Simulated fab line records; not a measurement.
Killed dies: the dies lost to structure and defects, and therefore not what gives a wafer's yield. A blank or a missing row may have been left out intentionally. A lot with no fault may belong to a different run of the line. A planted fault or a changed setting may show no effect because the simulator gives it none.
What tool caused it? / flow nand_harc / Sampling: 12 lots, 36 wafers, 7 of 1159 route steps

WHAT EACH GAUGE READ, for each wafer
NHARC_A_SGD_CUT_OVL_MEAS_10.
lot=L719; measured=day 15 08:36; on=overlay-02; overlay_x_nm (nm)=-0.2 0.3 -0.1; overlay_y_nm (nm)=0.2 0.5 0.1
lot=L718; measured=day 15 09:07; on=overlay-01; overlay_x_nm (nm)=-0.1 0.4 0.2; overlay_y_nm (nm)=1.0 1.4 1.4
lot=L717; measured=day 15 14:28; on=overlay-01; overlay_x_nm (nm)=-1.1 -0.9 -1.5; overlay_y_nm (nm)=0.6 0.8 1.0
lot=L720; measured=day 16 02:22; on=overlay-02; overlay_x_nm (nm)=0.7 1.5 1.5; overlay_y_nm (nm)=-0.4 -0.9 -0.6
lot=L721; measured=day 16 02:58; on=overlay-01; overlay_x_nm (nm)=1.5 1.1 1.6; overlay_y_nm (nm)=0.3 0.8 0.3
lot=L722; measured=day 16 13:17; on=overlay-02; overlay_x_nm (nm)=0.0 0.3 0.0; overlay_y_nm (nm)=0.7 0.6 0.7
lot=L723; measured=day 17 01:52; on=overlay-01; overlay_x_nm (nm)=0.0 -0.2 -0.5; overlay_y_nm (nm)=1.2 1.2 1.1
lot=L726; measured=day 17 02:18; on=overlay-02; overlay_x_nm (nm)=1.3 0.8 1.2; overlay_y_nm (nm)=0.2 1.0 0.8
lot=L724; measured=day 17 14:45; on=overlay-01; overlay_x_nm (nm)=-0.4 -0.1 0.2; overlay_y_nm (nm)=-1.7 -1.6 -1.4
lot=L727; measured=day 17 23:47; on=overlay-01; overlay_x_nm (nm)=-1.5 -1.4 -1.7; overlay_y_nm (nm)=-1.1 -1.7 -0.7
lot=L735; measured=day 19 11:20; on=overlay-02; overlay_x_nm (nm)=0.1 0.4 -0.1; overlay_y_nm (nm)=0.2 -0.4 0.0
lot=L733; measured=day 19 12:49; on=overlay-02; overlay_x_nm (nm)=0.4 0.0 0.6; overlay_y_nm (nm)=-0.6 -0.8 -1.1

NHARC_A_SGD_CUT_THK_MEAS_22: measures by ellipsometry.
lot=L719; measured=day 15 14:38; on=film_metro-02; thk_nm (nm)=149.5 146.5 147.2
lot=L718; measured=day 15 14:38; on=film_metro-01; thk_nm (nm)=147.9 148.2 148.3
lot=L717; measured=day 15 20:29; on=film_metro-01; thk_nm (nm)=147.2 148.5 148.6
lot=L720; measured=day 16 08:11; on=film_metro-02; thk_nm (nm)=150.2 147.9 150.4
lot=L721; measured=day 16 08:11; on=film_metro-01; thk_nm (nm)=146.7 146.6 146.0
lot=L722; measured=day 16 22:19; on=film_metro-01; thk_nm (nm)=149.8 146.7 145.6
lot=L723; measured=day 17 09:54; on=film_metro-01; thk_nm (nm)=92.6 145.4 146.4
lot=L726; measured=day 17 09:55; on=film_metro-02; thk_nm (nm)=147.7 93.5 146.0
lot=L724; measured=day 17 20:23; on=film_metro-01; thk_nm (nm)=93.1 94.7 145.6
lot=L727; measured=day 18 08:51; on=film_metro-02; thk_nm (nm)=143.6 146.7 147.4
lot=L735; measured=day 19 18:28; on=film_metro-01; thk_nm (nm)=145.6 147.1 149.4
lot=L733; measured=day 19 18:28; on=film_metro-01; thk_nm (nm)=148.7 146.7 148.3

NHARC_END_SORT_01.
lot=L724; measured=day 23 03:43; on=prober-01; killed_at_array=19 22 14; killed_at_other=0 1 0; killed_at_periphery=3 0 1; killed_dies=22 23 15; killed_open=2 1 2; killed_short=0 2 2

WHICH TOOL RAN EACH LOT (tool, then ch and the chambers of the sampled wafers, then the start)
lot=L719; NHARC_A_SGD_CUT_DEP_00=pecvd-04 ch 0,1,2, day 15 07:55; NHARC_A_SGD_CUT_ETCH_58=rie_diel-06 ch 0,2,3, day 15 08:47; NHARC_A_SGD_CUT_DEP_20=fcvd-02 ch 0, day 15 09:50; NHARC_A_SGD_CUT_CMP_21=cmp-04 ch 0,2,3, day 15 14:24
lot=L718; NHARC_A_SGD_CUT_DEP_00=pecvd-03 ch 1,2, day 15 08:17; NHARC_A_SGD_CUT_ETCH_58=rie_diel-01 ch 0,3, day 15 09:17; NHARC_A_SGD_CUT_DEP_20=fcvd-01 ch 0,1, day 15 10:20; NHARC_A_SGD_CUT_CMP_21=cmp-02 ch 0,2,3, day 15 14:26
lot=L717; NHARC_A_SGD_CUT_DEP_00=pecvd-04 ch 0,2, day 15 13:48; NHARC_A_SGD_CUT_ETCH_58=rie_diel-06 ch 0,2,3, day 15 14:38; NHARC_A_SGD_CUT_DEP_20=fcvd-02 ch 0,1, day 15 15:41; NHARC_A_SGD_CUT_CMP_21=cmp-04 ch 1,2,3, day 15 20:14
lot=L720; NHARC_A_SGD_CUT_DEP_00=pecvd-03 ch 0,1, day 16 01:41; NHARC_A_SGD_CUT_ETCH_58=rie_diel-01 ch 2,3, day 16 02:34; NHARC_A_SGD_CUT_DEP_20=fcvd-01 ch 0,1, day 16 03:35; NHARC_A_SGD_CUT_CMP_21=cmp-02 ch 1,3, day 16 07:58
lot=L721; NHARC_A_SGD_CUT_DEP_00=pecvd-04 ch 0,1,2, day 16 02:11; NHARC_A_SGD_CUT_ETCH_58=rie_diel-11 ch 0,2,3, day 16 03:08; NHARC_A_SGD_CUT_DEP_20=fcvd-02 ch 0,1, day 16 04:10; NHARC_A_SGD_CUT_CMP_21=cmp-04 ch 1,2,3, day 16 07:56
lot=L722; NHARC_A_SGD_CUT_DEP_00=pecvd-04 ch 0,1,2, day 16 12:36; NHARC_A_SGD_CUT_ETCH_58=rie_diel-01 ch 1,3, day 16 13:28; NHARC_A_SGD_CUT_DEP_20=fcvd-01 ch 0,1, day 16 14:31; NHARC_A_SGD_CUT_CMP_21=cmp-03 ch 0,1,3, day 16 22:06
lot=L723; NHARC_A_SGD_CUT_DEP_00=pecvd-03 ch 0,1,2, day 17 01:12; NHARC_A_SGD_CUT_ETCH_58=rie_diel-06 ch 2,3, day 17 02:02; NHARC_A_SGD_CUT_DEP_20=fcvd-01 ch 0,1, day 17 03:06; NHARC_A_SGD_CUT_CMP_21=cmp-03 ch 0,2,3, day 17 09:42
lot=L726; NHARC_A_SGD_CUT_DEP_00=pecvd-03 ch 0,1,2, day 17 01:42; NHARC_A_SGD_CUT_ETCH_58=rie_diel-01 ch 0,1, day 17 02:29; NHARC_A_SGD_CUT_DEP_20=fcvd-01 ch 0,1, day 17 03:35; NHARC_A_SGD_CUT_CMP_21=cmp-04 ch 1,2, day 17 09:41
lot=L724; NHARC_A_SGD_CUT_DEP_00=pecvd-02 ch 0,1,2, day 17 13:58; NHARC_A_SGD_CUT_ETCH_58=rie_diel-06 ch 1,2,3, day 17 14:56; NHARC_A_SGD_CUT_DEP_20=fcvd-01 ch 0,1, day 17 16:02; NHARC_A_SGD_CUT_CMP_21=cmp-03 ch 1,2,3, day 17 20:12
lot=L727; NHARC_A_SGD_CUT_DEP_00=pecvd-02 ch 0,1,2, day 17 23:06; NHARC_A_SGD_CUT_ETCH_58=rie_diel-06 ch 0,1,3, day 17 23:58; NHARC_A_SGD_CUT_DEP_20=fcvd-02 ch 0,1, day 18 00:59; NHARC_A_SGD_CUT_CMP_21=cmp-02 ch 1,2,3, day 18 08:35
lot=L735; NHARC_A_SGD_CUT_DEP_00=pecvd-02 ch 0,1,2, day 19 10:32; NHARC_A_SGD_CUT_ETCH_58=rie_diel-06 ch 0,2,3, day 19 11:32; NHARC_A_SGD_CUT_DEP_20=fcvd-02 ch 0,1, day 19 12:34; NHARC_A_SGD_CUT_CMP_21=cmp-04 ch 0,2,3, day 19 18:13
lot=L733; NHARC_A_SGD_CUT_DEP_00=pecvd-02 ch 1,2, day 19 11:59; NHARC_A_SGD_CUT_ETCH_58=rie_diel-11 ch 0,2,3, day 19 12:59; NHARC_A_SGD_CUT_DEP_20=fcvd-02 ch 0,1, day 19 14:04; NHARC_A_SGD_CUT_CMP_21=cmp-03 ch 1,2,3, day 19 18:14
- NHARC_A_SGD_CUT_DEP_00: deposits SiNx, target thk 50 nm.
- NHARC_A_SGD_CUT_ETCH_58: etches the open film in CF4, target depth 39 nm, time 65 s.
- NHARC_A_SGD_CUT_DEP_20: deposits SiO2, target thk 150 nm.
- NHARC_A_SGD_CUT_CMP_21: polishes, target thk 148.19 nm.

WHAT THE TOOLS THEMSELVES READ (means of the sampled wafers that have a number; where no wafer has one, the mark that the record gives instead)
NHARC_A_SGD_CUT_DEP_00.
lot=L719; tool=pecvd-04; heater_power_w (W)=703
lot=L718; tool=pecvd-03; heater_power_w (W)=644
lot=L717; tool=pecvd-04; heater_power_w (W)=690
lot=L720; tool=pecvd-03; heater_power_w (W)=781
lot=L721; tool=pecvd-04; heater_power_w (W)=704
lot=L722; tool=pecvd-04; heater_power_w (W)=719
lot=L723; tool=pecvd-03; heater_power_w (W)=726
lot=L726; tool=pecvd-03; heater_power_w (W)=716
lot=L724; tool=pecvd-02; heater_power_w (W)=854
lot=L727; tool=pecvd-02; heater_power_w (W)=811
lot=L735; tool=pecvd-02; heater_power_w (W)=816
lot=L733; tool=pecvd-02; heater_power_w (W)=797

NHARC_A_SGD_CUT_ETCH_58.
lot=L719; tool=rie_diel-06; drypump_motor_current_A (A)=5.8; oes_product_au (a.u.)=1.005; rf_vpp_V (V)=150.9; showerhead_plenum_p_Torr (Torr)=1.76; throttle_valve_pct (%)=13.277
lot=L718; tool=rie_diel-01; drypump_motor_current_A (A)=6.6; oes_product_au (a.u.)=1.005; rf_vpp_V (V)=151.3; showerhead_plenum_p_Torr (Torr)=1.81; throttle_valve_pct (%)=13.271
lot=L717; tool=rie_diel-06; drypump_motor_current_A (A)=5.9; oes_product_au (a.u.)=1.009; rf_vpp_V (V)=151.1; showerhead_plenum_p_Torr (Torr)=1.76; throttle_valve_pct (%)=13.285
lot=L720; tool=rie_diel-01; drypump_motor_current_A (A)=5.5; oes_product_au (a.u.)=1.012; rf_vpp_V (V)=151.9; showerhead_plenum_p_Torr (Torr)=1.84; throttle_valve_pct (%)=13.282
lot=L721; tool=rie_diel-11; drypump_motor_current_A (A)=5.9; oes_product_au (a.u.)=0.997; rf_vpp_V (V)=151.2; showerhead_plenum_p_Torr (Torr)=1.76; throttle_valve_pct (%)=13.283
lot=L722; tool=rie_diel-01; drypump_motor_current_A (A)=6.4; oes_product_au (a.u.)=1.007; rf_vpp_V (V)=151.9; showerhead_plenum_p_Torr (Torr)=1.82; throttle_valve_pct (%)=13.278
lot=L723; tool=rie_diel-06; drypump_motor_current_A (A)=5.7; oes_product_au (a.u.)=0.999; rf_vpp_V (V)=151.3; showerhead_plenum_p_Torr (Torr)=1.79; throttle_valve_pct (%)=13.289
lot=L726; tool=rie_diel-01; drypump_motor_current_A (A)=6.3; oes_product_au (a.u.)=0.996; rf_vpp_V (V)=151.9; showerhead_plenum_p_Torr (Torr)=1.82; throttle_valve_pct (%)=13.288
lot=L724; tool=rie_diel-06; drypump_motor_current_A (A)=5.7; oes_product_au (a.u.)=0.999; rf_vpp_V (V)=151.4; showerhead_plenum_p_Torr (Torr)=1.79; throttle_valve_pct (%)=13.283
lot=L727; tool=rie_diel-06; drypump_motor_current_A (A)=5.6; oes_product_au (a.u.)=0.990; rf_vpp_V (V)=150.1; showerhead_plenum_p_Torr (Torr)=1.73; throttle_valve_pct (%)=13.287
lot=L735; tool=rie_diel-06; drypump_motor_current_A (A)=5.9; oes_product_au (a.u.)=1.000; rf_vpp_V (V)=151.2; showerhead_plenum_p_Torr (Torr)=1.76; throttle_valve_pct (%)=13.284
lot=L733; tool=rie_diel-11; drypump_motor_current_A (A)=5.9; oes_product_au (a.u.)=0.999; rf_vpp_V (V)=151.9; showerhead_plenum_p_Torr (Torr)=1.76; throttle_valve_pct (%)=13.284

NHARC_A_SGD_CUT_CMP_21.
lot=L719; tool=cmp-04; motor_current_A (A)=11.9; time_to_endpoint_s (s)=50.3
lot=L718; tool=cmp-02; motor_current_A (A)=12.4; time_to_endpoint_s (s)=52.9
lot=L717; tool=cmp-04; motor_current_A (A)=12.0; time_to_endpoint_s (s)=50.2
lot=L720; tool=cmp-02; motor_current_A (A)=12.3; time_to_endpoint_s (s)=50.0
lot=L721; tool=cmp-04; motor_current_A (A)=12.8; time_to_endpoint_s (s)=49.7
lot=L722; tool=cmp-03; motor_current_A (A)=12.4; time_to_endpoint_s (s)=49.3
lot=L723; tool=cmp-03; motor_current_A (A)=12.7; time_to_endpoint_s (s)=40.7
lot=L726; tool=cmp-04; motor_current_A (A)=11.9; time_to_endpoint_s (s)=41.5
lot=L724; tool=cmp-03; motor_current_A (A)=11.5; time_to_endpoint_s (s)=33.0
lot=L727; tool=cmp-02; motor_current_A (A)=11.3; time_to_endpoint_s (s)=48.0
lot=L735; tool=cmp-04; motor_current_A (A)=12.5; time_to_endpoint_s (s)=50.2
lot=L733; tool=cmp-03; motor_current_A (A)=11.5; time_to_endpoint_s (s)=46.0

THE ANSWER, worked out from the rows above alone
Rule: the lots themselves supply what counts as usual. The widest of any qualifying gaps counts: lots, ordered by their means at a reading, are off when they make up no more than a third of the lots, leave a main group of 4 or more, and stand apart from it by 3 or more times the standard deviation of that group's means. The tables above print the reading to a certain number of digits; a main group whose means all agree to those digits is not used. A lot without any number at a reading at which 4 lots or more have one is off too. Where the step has rows for the other lots, those lots are counted as sound. First the gauges in route order, then the tools' own readings, where a lot's mean is used as printed above. At the first step where some lot is off, the reading lying furthest off is the one used; lots without a number count as furthest.
Off: L723, L726, L724, at NHARC_A_SGD_CUT_THK_MEAS_22 (thk_nm). The main group: mean 147.6 nm, standard deviation 0.98.
If a tool, at a process step before that reading, ran all the lots that are off and no sound lot after the first of them, it fits. The gauges at NHARC_A_SGD_CUT_THK_MEAS_22 are tried like those tools. One fits: NHARC_A_SGD_CUT_DEP_20 on fcvd-01. A fault onset in the window from L722 (day 16 14:31, its last sound lot) to L723 (day 17 03:06, its first lot off) fits.

WHAT THE SIMULATOR HAD INSERTED
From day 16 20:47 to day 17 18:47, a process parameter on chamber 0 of fcvd-01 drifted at NHARC_A_SGD_CUT_DEP_20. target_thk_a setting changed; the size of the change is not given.
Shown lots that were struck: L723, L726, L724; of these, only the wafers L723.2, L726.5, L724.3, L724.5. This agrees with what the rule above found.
